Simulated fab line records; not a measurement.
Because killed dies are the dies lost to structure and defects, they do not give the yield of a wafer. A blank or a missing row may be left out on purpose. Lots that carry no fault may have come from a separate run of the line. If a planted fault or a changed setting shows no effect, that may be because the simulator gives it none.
What tool caused it? + flow nand-harc + 42 wafers from 14 lots sampled at 4 of the route's 1302 steps

WHAT THE GAUGES SHOWED, per wafer
NHARC_A_ONON_D2_THK_MEAS_11: measures by ellipsometry. Usual: thk-nm 997 nm, standard deviation 11.
| lot  | measured     | on            | thk-nm (nm)    | flag |
|------|--------------|---------------|----------------|------|
| L884 | day 11 23:47 | film-metro-02 | 994 993 990    |      |
| L886 | day 13 00:41 | film-metro-01 | 978 976 977    |      |
| L887 | day 13 14:27 | film-metro-02 | 982 984 984    |      |
| L888 | day 14 04:35 | film-metro-02 | 1010 1011 1010 |      |
| L889 | day 14 17:49 | film-metro-02 | 1019 1018 1018 |      |
| L890 | day 14 17:49 | film-metro-02 | 1001 1001 1001 |      |
| L891 | day 15 05:47 | film-metro-02 | 998 996 997    |      |
| L892 | day 15 23:47 | film-metro-02 | 1000 999 999   |      |
| L893 | day 16 04:43 | film-metro-02 | 1005 1005 1006 |      |
| L894 | day 17 06:23 | film-metro-02 | 988 984 986    |      |
| L895 | day 17 08:26 | film-metro-02 | 976 974 975    |      |
| L902 | day 19 17:32 | film-metro-01 | 993 994 993    |      |
| L905 | day 21 10:38 | film-metro-02 | 999 997 998    |      |
| L907 | day 22 05:07 | film-metro-01 | 1002 1001 1001 |      |

NHARC_A_ONON_D2_THK_MEAS_18: measures by ellipsometry. Usual: thk-nm 1002 nm, standard deviation 10.
| lot  | measured     | on            | thk-nm (nm)    | flag |
|------|--------------|---------------|----------------|------|
| L884 | day 12 08:26 | film-metro-01 | 1007 1006 1006 |      |
| L886 | day 13 09:16 | film-metro-01 | 1010 1011 1010 |      |
| L887 | day 13 23:06 | film-metro-02 | 999 1001 1001  |      |
| L888 | day 14 12:34 | film-metro-02 | 1011 1010 1009 |      |
| L889 | day 15 01:47 | film-metro-02 | 1006 1006 1008 |      |
| L890 | day 15 01:47 | film-metro-02 | 1003 1005 1003 |      |
| L891 | day 15 16:53 | film-metro-02 | 1021 1020 1022 |      |
| L892 | day 16 12:01 | film-metro-02 | 1538 1535 1005 | OFF  |
| L893 | day 16 12:01 | film-metro-02 | 1000 1000 1000 |      |
| L894 | day 17 15:56 | film-metro-01 | 1010 1011 1009 |      |
| L895 | day 17 15:56 | film-metro-02 | 1528 992 993   | OFF  |
| L902 | day 20 01:46 | film-metro-01 | 993 993 992    |      |
| L905 | day 21 19:33 | film-metro-01 | 984 983 986    |      |
| L907 | day 22 13:26 | film-metro-02 | 996 994 996    |      |

WHICH TOOL RAN EACH LOT (tool, then ch and the chambers of the sampled wafers, then the start)
| lot  | NHARC_A_DECK1_JOINT_CMP_02    | NHARC_A_ONON_D2_DEP_16           |
|------|-------------------------------|----------------------------------|
| L884 | cmp-02 ch 1,2,3, day 11 20:49 | pecvd-onon-03 ch 0, day 12 07:56 |
| L886 | cmp-02 ch 1,2,3, day 12 21:47 | pecvd-onon-04 ch 0, day 13 08:55 |
| L887 | cmp-02 ch 0,3, day 13 11:29   | pecvd-onon-04 ch 0, day 13 22:38 |
| L888 | cmp-03 ch 0,1,2, day 14 01:37 | pecvd-onon-03 ch 0, day 14 12:04 |
| L889 | cmp-02 ch 0,1,3, day 14 14:49 | pecvd-onon-03 ch 0, day 15 01:17 |
| L890 | cmp-04 ch 1,2, day 14 14:49   | pecvd-onon-04 ch 0, day 15 01:24 |
| L891 | cmp-03 ch 1,2, day 15 02:47   | pecvd-onon-04 ch 0, day 15 16:21 |
| L892 | cmp-03 ch 0,1,3, day 15 20:52 | pecvd-onon-04 ch 0, day 16 11:30 |
| L893 | cmp-02 ch 1,2, day 16 01:44   | pecvd-onon-01 ch 0, day 16 11:30 |
| L894 | cmp-04 ch 0,1,3, day 16 19:35 | pecvd-onon-03 ch 0, day 17 15:25 |
| L895 | cmp-02 ch 0,1,2, day 17 05:19 | pecvd-onon-04 ch 0, day 17 15:26 |
| L902 | cmp-02 ch 0,1, day 19 14:34   | pecvd-onon-03 ch 0, day 20 01:19 |
| L905 | cmp-04 ch 0,2,3, day 21 07:43 | pecvd-onon-03 ch 0, day 21 19:02 |
| L907 | cmp-03 ch 0,2,3, day 22 02:08 | pecvd-onon-04 ch 0, day 22 12:55 |
- NHARC_A_DECK1_JOINT_CMP_02: polishes SiOx.
- NHARC_A_ONON_D2_DEP_16: target thk 1000 nm.

AS READ BY THE TOOLS THEMSELVES (means over the sampled wafers that have a number; for cases with no such wafer, the mark the record gives instead)
NHARC_A_DECK1_JOINT_CMP_02. Usual: motor-current-A 12.0 A, standard deviation 1.3.
| lot  | tool   | motor-current-A (A) | flag |
|------|--------|---------------------|------|
| L884 | cmp-02 | 11.4                |      |
| L886 | cmp-02 | 11.5                |      |
| L887 | cmp-02 | 10.9                |      |
| L888 | cmp-03 | 12.9                |      |
| L889 | cmp-02 | 11.2                |      |
| L890 | cmp-04 | 11.9                |      |
| L891 | cmp-03 | 12.4                |      |
| L892 | cmp-03 | 11.5                |      |
| L893 | cmp-02 | 11.9                |      |
| L894 | cmp-04 | 12.7                |      |
| L895 | cmp-02 | 11.4                |      |
| L902 | cmp-02 | 10.7                |      |
| L905 | cmp-04 | 11.6                |      |
| L907 | cmp-03 | 13.4                |      |

NHARC_A_ONON_D2_DEP_16. Usual: n2o-flow-sccm 1999 sccm, standard deviation 6.6.
| lot  | tool          | n2o-flow-sccm (sccm) | flag |
|------|---------------|----------------------|------|
| L884 | pecvd-onon-03 | 1998                 |      |
| L886 | pecvd-onon-04 | 2002                 |      |
| L887 | pecvd-onon-04 | 1999                 |      |
| L888 | pecvd-onon-03 | 2005                 |      |
| L889 | pecvd-onon-03 | 1997                 |      |
| L890 | pecvd-onon-04 | 1997                 |      |
| L891 | pecvd-onon-04 | 1996                 |      |
| L892 | pecvd-onon-04 | 1998                 |      |
| L893 | pecvd-onon-01 | 1987                 |      |
| L894 | pecvd-onon-03 | 1992                 |      |
| L895 | pecvd-onon-04 | 2011                 |      |
| L902 | pecvd-onon-03 | 2004                 |      |
| L905 | pecvd-onon-03 | 1998                 |      |
| L907 | pecvd-onon-04 | 1993                 |      |

THE ANSWER, worked out from the rows above alone
Rule: a lot is off if the mean of its wafers that have a number lies more than 3 standard deviations from the usual mean. Also off: a lot with no number at a reading for which 4 or more lots have one. All remaining lots with rows at the step are treated as sound. The gauges are gone through in route order, then the tools' own readings, and for those a lot's mean is taken as printed above. At the first step where some lot is off, the reading lying furthest off is the one used; lots without a number count as furthest.
Off, at NHARC_A_ONON_D2_THK_MEAS_18 on thk-nm: L892, L895.
A tool fits if, at a process step before that reading, it ran every lot that is off, and no sound lot after the first of them. The gauges at NHARC_A_ONON_D2_THK_MEAS_18 are tried like those tools. Of those tried, none fits.

WHAT THE SIMULATOR PUT IN
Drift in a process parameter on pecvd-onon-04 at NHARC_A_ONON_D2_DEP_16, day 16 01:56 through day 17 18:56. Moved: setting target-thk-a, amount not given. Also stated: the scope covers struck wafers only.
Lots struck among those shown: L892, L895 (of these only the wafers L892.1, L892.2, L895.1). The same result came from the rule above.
